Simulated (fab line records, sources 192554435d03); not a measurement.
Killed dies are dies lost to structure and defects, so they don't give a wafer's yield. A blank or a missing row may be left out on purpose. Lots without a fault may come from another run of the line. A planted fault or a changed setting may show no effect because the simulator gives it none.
Split-lot experiment | flow n5_finfet | 7 lots, 39 wafers read, on a route of 1938 steps

THE SPLIT
At N5_FIN_CUT_CUT_ETCH_26 (etches SiNx in CH3F/O2, target depth 39 nm, time 55.7 s), the setting target_depth_a was moved away from the recipe's 390 angstrom on 18 of the 39 wafers read, by -8.3% to +12.9%. The other wafers ran this setting at the recipe's value.

The reading is taken at the split's own step.

THE READING
SOC_of_FIN_CUT_COAT_18.thk_nm (the simulator's own value, which no gauge read), in nm, at N5_FIN_CUT_CUT_ETCH_26 (etches SiNx in CH3F/O2, target depth 39 nm, time 55.7 s). The file gives no usual value for it. The 21 wafers here that ran the recipe average 211.6 nm, standard deviation 0.82 nm.

wafer  | tool, chamber at the split | target_depth_a as run, angstrom | against the recipe | SOC_of_FIN_CUT_COAT_18.thk_nm, nm | against lot-mates on the recipe
L074.1 | rie_diel-06, 0             | 413.3                           | +6.0%              | 210.6                             | -1.4
L074.2 | rie_diel-06, 2             | 413.3                           | +6.0%              | 210.4                             | -1.6
L074.3 | rie_diel-06, 1             | 390                             | recipe             | 212.2                             | -
L074.4 | rie_diel-06, 3             | 390                             | recipe             | 212.2                             | -
L074.5 | rie_diel-06, 2             | 390                             | recipe             | 211.6                             | -
L074.6 | rie_diel-06, 1             | 413.3                           | +6.0%              | 211                               | -1.0
L080.1 | rie_diel-02, 3             | 390                             | recipe             | 212.6                             | -
L080.2 | rie_diel-02, 1             | 422.5                           | +8.3%              | 211.8                             | -0.9
L080.3 | rie_diel-02, 0             | 390                             | recipe             | 212.4                             | -
L080.4 | rie_diel-02, 2             | 422.5                           | +8.3%              | 211.2                             | -1.5
L080.5 | rie_diel-02, 3             | 390                             | recipe             | 213.2                             | -
L080.6 | rie_diel-02, 2             | 422.5                           | +8.3%              | 210.6                             | -2.1
L082.1 | rie_diel-06, 0             | 440.3                           | +12.9%             | 208.4                             | -2.7
L082.2 | rie_diel-06, 1             | 440.3                           | +12.9%             | 209                               | -2.1
L082.3 | rie_diel-06, 2             | 390                             | recipe             | 210.4                             | -
L082.4 | rie_diel-06, 3             | 390                             | recipe             | 211.6                             | -
L082.5 | rie_diel-06, 1             | 390                             | recipe             | 211.2                             | -
L082.6 | rie_diel-06, 2             | 440.3                           | +12.9%             | 208.4                             | -2.7
L083.1 | rie_diel-01, 3             | 390                             | recipe             | 211.6                             | -
L083.2 | rie_diel-01, 1             | 390                             | recipe             | 211.8                             | -
L083.4 | rie_diel-01, 2             | 390                             | recipe             | 211                               | -
L085.1 | rie_diel-06, 3             | 390                             | recipe             | 211.4                             | -
L085.2 | rie_diel-06, 1             | 429.5                           | +10.1%             | 210                               | -1.3
L085.3 | rie_diel-06, 0             | 429.5                           | +10.1%             | 209.6                             | -1.7
L085.4 | rie_diel-06, 2             | 390                             | recipe             | 211                               | -
L085.5 | rie_diel-06, 2             | 390                             | recipe             | 211.4                             | -
L085.6 | rie_diel-06, 3             | 429.5                           | +10.1%             | 210                               | -1.3
L087.1 | rie_diel-06, 2             | 357.8                           | -8.3%              | 211.6                             | +1.3
L087.2 | rie_diel-06, 1             | 390                             | recipe             | 210.6                             | -
L087.3 | rie_diel-06, 3             | 357.8                           | -8.3%              | 212                               | +1.7
L087.4 | rie_diel-06, 0             | 357.8                           | -8.3%              | 210.8                             | +0.5
L087.5 | rie_diel-06, 1             | 390                             | recipe             | 210.8                             | -
L087.6 | rie_diel-06, 0             | 390                             | recipe             | 209.6                             | -
L092.1 | rie_diel-02, 1             | 390                             | recipe             | 212.2                             | -
L092.2 | rie_diel-02, 3             | 390                             | recipe             | 212                               | -
L092.3 | rie_diel-02, 0             | 430.9                           | +10.5%             | 210.6                             | -1.6
L092.4 | rie_diel-02, 2             | 430.9                           | +10.5%             | 209.6                             | -2.6
L092.5 | rie_diel-02, 2             | 390                             | recipe             | 212.4                             | -
L092.6 | rie_diel-02, 1             | 430.9                           | +10.5%             | 210                               | -2.2

THE FIT
A straight line over all 39 wafers: SOC_of_FIN_CUT_COAT_18.thk_nm changes by -0.13 nm for each +1% of target_depth_a; r = -0.67; the points scatter about the line by 0.85 nm.
The same after taking each lot's own level away (the mean of its wafers on the recipe; 39 wafers): -0.174 nm for each +1%; r = -0.93; scatter 0.42 nm.
On that fit, the largest move of target_depth_a shifts the reading by 2.2 nm.
The lots' own levels span 210.33 to 212.73 nm, that is 2.9 times the standard deviation above.
So the lot-to-lot level blurs the effect unless lot-mates are compared.
Check: with one of the wafers moved furthest among these (+12.9%) left out of the fit, the line predicts -2.26 nm for it against its lot-mates. It came out at -2.67 nm against them.

OTHER SPLITS ON THESE WAFERS
These wafers also went through other splits before the reading. Each is held against what the fit with the lots' levels taken away leaves over:
other split on the same wafers     | wafers away from the commonest value | r with SOC_of_FIN_CUT_COAT_18.thk_nm (lot level and that fit taken away)
N5_FIN_SAQP_HM_DEP_72 target_thk_a | 9                                    | -0.01
N5_FIN_CUT_ETCH_21 bias_w          | 12                                   | +0.05

THE WHOLE CHAIN: every reading that the file lists as answering this split, in the file's order
step                   | what it does                                            | reading                                                                        | change (the file's fit)               | r (the file's)
N5_FIN_CUT_CUT_ETCH_26 | etches SiNx in CH3F/O2, target depth 39 nm, time 55.7 s | etch.depth_nm (the simulator's own value, which no gauge read)                 | +0.402 nm for each +1% of the setting | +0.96
N5_FIN_CUT_CUT_ETCH_26 | etches SiNx in CH3F/O2, target depth 39 nm, time 55.7 s | SOC_of_FIN_CUT_COAT_18.thk_nm (the simulator's own value, which no gauge read) | -0.178 nm for each +1% of the setting | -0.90

THE FILE'S OWN FIT
SOC_of_FIN_CUT_COAT_18.thk_nm changes by -0.178 nm for each +1% of target_depth_a, r = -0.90.
